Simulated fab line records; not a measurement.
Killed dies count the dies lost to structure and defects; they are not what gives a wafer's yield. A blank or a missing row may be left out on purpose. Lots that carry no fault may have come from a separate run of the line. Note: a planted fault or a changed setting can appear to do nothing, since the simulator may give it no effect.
Chamber matching | flow nand harc | NHARC_A_BLC_STRIP_21 on rie diel-10: 4 sister chambers
The step strips in O2. 8 wafers are shown with their chamber, then 10 later ones without.

WAFERS PAIRED WITH THEIR CHAMBERS
wafer  | chamber | showerhead plenum p Torr (Torr) | drypump motor current A (A)
L083.1 | 3       | 3.63                            | 6.2
L083.3 | 2       | 3.54                            | 5.6
L083.4 | 0       | 3.42                            | 5.6
L088.1 | 1       | 3.58                            | 5.7
L088.4 | 2       | 3.54                            | 5.6
L088.6 | 0       | 3.42                            | 5.5
L089.2 | 1       | 3.58                            | 5.6
L089.3 | 3       | 3.62                            | 6.2

WAFERS MISSING THEIR CHAMBER
wafer  | showerhead plenum p Torr (Torr) | drypump motor current A (A)
L089.6 | 3.58                            | 5.7
L091.1 | 3.42                            | 5.6
L091.2 | 3.58                            | 5.6
L091.3 | 3.62                            | 6.2
L094.1 | 3.62                            | 6.2
L094.3 | 3.54                            | 5.6
L094.4 | 3.42                            | 5.5
L093.2 | 3.58                            | 5.7
L093.4 | 3.42                            | 5.6
L093.5 | 3.54                            | 5.6

CHAMBER TAKEN BY EACH
wafer  | from the rows above | in truth
L089.6 | 1                   | 1
L091.1 | 0                   | 0
L091.2 | 1                   | 1
L091.3 | 3                   | 3
L094.1 | 3                   | 3
L094.3 | 2                   | 2
L094.4 | 0                   | 0
L093.2 | 1                   | 1
L093.4 | 0                   | 0
L093.5 | 2                   | 2
Correct placement for 10 of the 10. Left unplaced by these rows: 0. Placed wrongly: 0.
How it was worked out, from the rows above alone: a wafer's distance from a chamber is the root of the sum, over the readings, of the square of ((its reading less the chamber's mean) divided by the reading's scatter). The wafer belongs to the nearest chamber; if the next one is less than 2 further off, it can't be placed. A chamber's mean is the mean of its shown wafers. The scatter: take each reading less its chamber's mean, square it, sum over the shown wafers, divide by the number of wafers less the number of chambers, and take the root.
